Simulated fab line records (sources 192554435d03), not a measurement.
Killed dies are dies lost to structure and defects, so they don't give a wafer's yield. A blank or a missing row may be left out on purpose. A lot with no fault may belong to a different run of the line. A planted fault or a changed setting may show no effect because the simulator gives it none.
Matching of chambers / flow n5_finfet / N5_BEOL_M6_STRIP_36 on rie_diel-03: 4 sister chambers
The step strips in N2/H2. 14 wafers are shown with their chamber, then 7 later ones without.

WAFERS WITH THEIR CHAMBER
wafer=L075.3; chamber=2; drypump_motor_current_A (A)=5.7; showerhead_plenum_p_Torr (Torr)=2.69; throttle_valve_pct (%)=23.4
wafer=L075.4; chamber=3; drypump_motor_current_A (A)=5.9; showerhead_plenum_p_Torr (Torr)=2.71; throttle_valve_pct (%)=23.5
wafer=L075.6; chamber=0; drypump_motor_current_A (A)=5.0; showerhead_plenum_p_Torr (Torr)=2.49; throttle_valve_pct (%)=23.5
wafer=L079.4; chamber=2; drypump_motor_current_A (A)=5.8; showerhead_plenum_p_Torr (Torr)=2.68; throttle_valve_pct (%)=23.4
wafer=L079.5; chamber=3; drypump_motor_current_A (A)=6.0; showerhead_plenum_p_Torr (Torr)=2.71; throttle_valve_pct (%)=23.5
wafer=L079.6; chamber=1; drypump_motor_current_A (A)=6.3; showerhead_plenum_p_Torr (Torr)=2.47; throttle_valve_pct (%)=24.1
wafer=L087.1; chamber=1; drypump_motor_current_A (A)=6.3; showerhead_plenum_p_Torr (Torr)=2.46; throttle_valve_pct (%)=24.1
wafer=L087.2; chamber=0; drypump_motor_current_A (A)=5.0; showerhead_plenum_p_Torr (Torr)=2.48; throttle_valve_pct (%)=23.3
wafer=L087.3; chamber=3; drypump_motor_current_A (A)=6.0; showerhead_plenum_p_Torr (Torr)=2.70; throttle_valve_pct (%)=23.6
wafer=L085.1; chamber=0; drypump_motor_current_A (A)=5.0; showerhead_plenum_p_Torr (Torr)=2.48; throttle_valve_pct (%)=23.3
wafer=L085.4; chamber=2; drypump_motor_current_A (A)=5.7; showerhead_plenum_p_Torr (Torr)=2.68; throttle_valve_pct (%)=23.4
wafer=L085.5; chamber=0; drypump_motor_current_A (A)=5.0; showerhead_plenum_p_Torr (Torr)=2.48; throttle_valve_pct (%)=23.3
wafer=L089.3; chamber=2; drypump_motor_current_A (A)=5.7; showerhead_plenum_p_Torr (Torr)=2.67; throttle_valve_pct (%)=23.5
wafer=L089.5; chamber=1; drypump_motor_current_A (A)=6.3; showerhead_plenum_p_Torr (Torr)=2.45; throttle_valve_pct (%)=24.1

SIGNATURES, as means of the wafers listed above
reading=drypump_motor_current_A; chamber 0=5.000; chamber 1=6.300; chamber 2=5.725; chamber 3=5.967; scatter within a chamber=0.0376
reading=showerhead_plenum_p_Torr; chamber 0=2.4825; chamber 1=2.4600; chamber 2=2.6800; chamber 3=2.7067; scatter within a chamber=0.00736
reading=throttle_valve_pct; chamber 0=23.350; chamber 1=24.100; chamber 2=23.425; chamber 3=23.533; scatter within a chamber=0.0665
Rule: distance of a wafer from a chamber = root of the sum over the readings of ((wafer's reading minus chamber's mean) / reading's scatter) squared. The wafer belongs to the nearest chamber; if the next one is less than 2 further off, it can't be placed. How the scatter is found: for the shown wafers, subtract from each reading the mean of its chamber, square and add these, divide the total by (wafers less chambers), then take the root.

WAFERS WHOSE CHAMBER IS MISSING
wafer=L089.6; drypump_motor_current_A (A)=5.0; showerhead_plenum_p_Torr (Torr)=2.48; throttle_valve_pct (%)=23.3
wafer=L091.2; drypump_motor_current_A (A)=5.0; showerhead_plenum_p_Torr (Torr)=2.48; throttle_valve_pct (%)=23.3
wafer=L091.3; drypump_motor_current_A (A)=6.3; showerhead_plenum_p_Torr (Torr)=2.45; throttle_valve_pct (%)=24.1
wafer=L091.4; drypump_motor_current_A (A)=5.7; showerhead_plenum_p_Torr (Torr)=2.67; throttle_valve_pct (%)=23.5
wafer=L095.1; drypump_motor_current_A (A)=6.3; showerhead_plenum_p_Torr (Torr)=2.45; throttle_valve_pct (%)=24.1
wafer=L095.4; drypump_motor_current_A (A)=5.7; showerhead_plenum_p_Torr (Torr)=2.67; throttle_valve_pct (%)=23.4
wafer=L095.6; drypump_motor_current_A (A)=6.3; showerhead_plenum_p_Torr (Torr)=2.45; throttle_valve_pct (%)=24.1

WHICH CHAMBER EACH WENT THROUGH
wafer=L089.6; from the rows above=0; in truth=0
wafer=L091.2; from the rows above=0; in truth=0
wafer=L091.3; from the rows above=1; in truth=1
wafer=L091.4; from the rows above=2; in truth=2
wafer=L095.1; from the rows above=1; in truth=1
wafer=L095.4; from the rows above=2; in truth=2
wafer=L095.6; from the rows above=1; in truth=1
Correct placement for 7 of the 7. Number that these rows cannot place: 0. Wrongly placed: 0.
